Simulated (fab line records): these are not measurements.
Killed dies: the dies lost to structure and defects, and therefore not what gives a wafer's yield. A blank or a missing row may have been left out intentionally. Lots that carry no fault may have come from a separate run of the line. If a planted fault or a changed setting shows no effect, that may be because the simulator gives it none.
Split-lot experiment ; flow n5 finfet ; 21 wafers read from 7 lots, route of 1938 steps

## THE SPLIT
At N5_BEOL_M12_DEP_53 (deposits SiCN from 3MS/NH3, target thk 30 nm, time 10.5 s), the setting time s was moved away from the recipe's 10.5 s on 6 of the 21 wafers read, by -14.5% to +11.2%. For the rest of the wafers, this setting stayed at what the recipe calls for.

The reading comes from the split's own step.

## THE READING
SiCN_of_BEOL_M12_DEP_53.thk nm (the simulator's own value, which no gauge read), in nm, at N5_BEOL_M12_DEP_53 (deposits SiCN from 3MS/NH3, target thk 30 nm, time 10.5 s). There is no usual value for it anywhere in the file. Average 29.7 nm, standard deviation 0.33 nm, over the 15 wafers here run with the recipe.

wafer;tool, chamber at the split;time s as run, s;against the recipe;SiCN_of_BEOL_M12_DEP_53.thk nm, nm;against lot-mates on the recipe
L076.1;pecvd-03, 0;10.5;recipe;29.4;-
L076.3;pecvd-03, 1;10.93;+4.1%;30.4;+0.7
L076.6;pecvd-03, 2;10.5;recipe;30;-
L075.1;pecvd-04, 0;10.5;recipe;29.4;-
L075.5;pecvd-04, 0;9.467;-9.8%;26.8;-2.6
L075.6;pecvd-04, 2;9.467;-9.8%;27.8;-1.6
L078.4;pecvd-02, 1;10.5;recipe;30;-
L078.5;pecvd-02, 0;11.68;+11.2%;33.8;+3.8
L078.6;pecvd-02, 1;11.68;+11.2%;33.4;+3.4
L081.2;pecvd-02, 1;10.5;recipe;29.4;-
L081.4;pecvd-02, 2;10.5;recipe;29.6;-
L081.5;pecvd-02, 1;10.5;recipe;30.2;-
L085.1;pecvd-03, 2;10.5;recipe;29.8;-
L085.3;pecvd-03, 1;10.5;recipe;29.2;-
L085.5;pecvd-03, 1;10.5;recipe;29.4;-
L090.1;pecvd-02, 0;10.5;recipe;30;-
L090.5;pecvd-02, 0;10.5;recipe;30;-
L090.4;pecvd-02, 2;10.5;recipe;30.2;-
L095.1;pecvd-04, 0;8.982;-14.5%;25.6;-4.1
L095.2;pecvd-04, 1;10.5;recipe;29.4;-
L095.3;pecvd-04, 2;10.5;recipe;30;-

FIT RESULTS
A straight line over all 21 wafers: SiCN_of_BEOL_M12_DEP_53.thk nm changes by +0.294 nm for each +1% of time s; r = +0.97; the points scatter about the line by 0.43 nm.
The same after taking each lot's own level away (the mean of its wafers on the recipe; 21 wafers): +0.275 nm for each +1%; r = +0.97; scatter 0.38 nm.
On that fit, the largest move of time s shifts the reading by 4 nm.
From 29.40 to 30.07 nm: that is the span of the lots' own levels, equal to 2.0 times the standard deviation above.
Consequently the slope shifts little with the lot-to-lot level, the two slopes agreeing.
Check: for one of the wafers moved furthest among these (-14.5%), held out of the fit, the line's prediction against its lot-mates is -3.79 nm. Against them it came out at -4.1 nm.

## THESE WAFERS: OTHER SPLITS
Other splits were also applied to these wafers ahead of the reading. Each is held against what the fit with the lots' levels taken away leaves over:
other split on the same wafers;wafers away from the commonest value;r with SiCN_of_BEOL_M12_DEP_53.thk nm (lot level and that fit taken away)
N5_BEOL_M9_ILD_DEP_00 time s;5;+0.03
N5_BEOL_M9_COAT_60 spin rpm;5;+0.05
N5_BEOL_M9_ETCH_65 bias w;8;+0.22
N5_BEOL_M9_TRENCH_ETCH_37 bias w;6;+0.12
N5_BEOL_M10_ETCH_62 time s;3;+0.02
N5_BEOL_M10_COAT_64 spin rpm;8;-0.22
N5_BEOL_M11_VIA_ETCH_34 time s;8;-0.04
N5_BEOL_M12_SPUTTER_44 time s;7;-0.27

## THE FILE'S OWN FIT
SiCN_of_BEOL_M12_DEP_53.thk nm changes by +0.275 nm for each +1% of time s, r = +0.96.
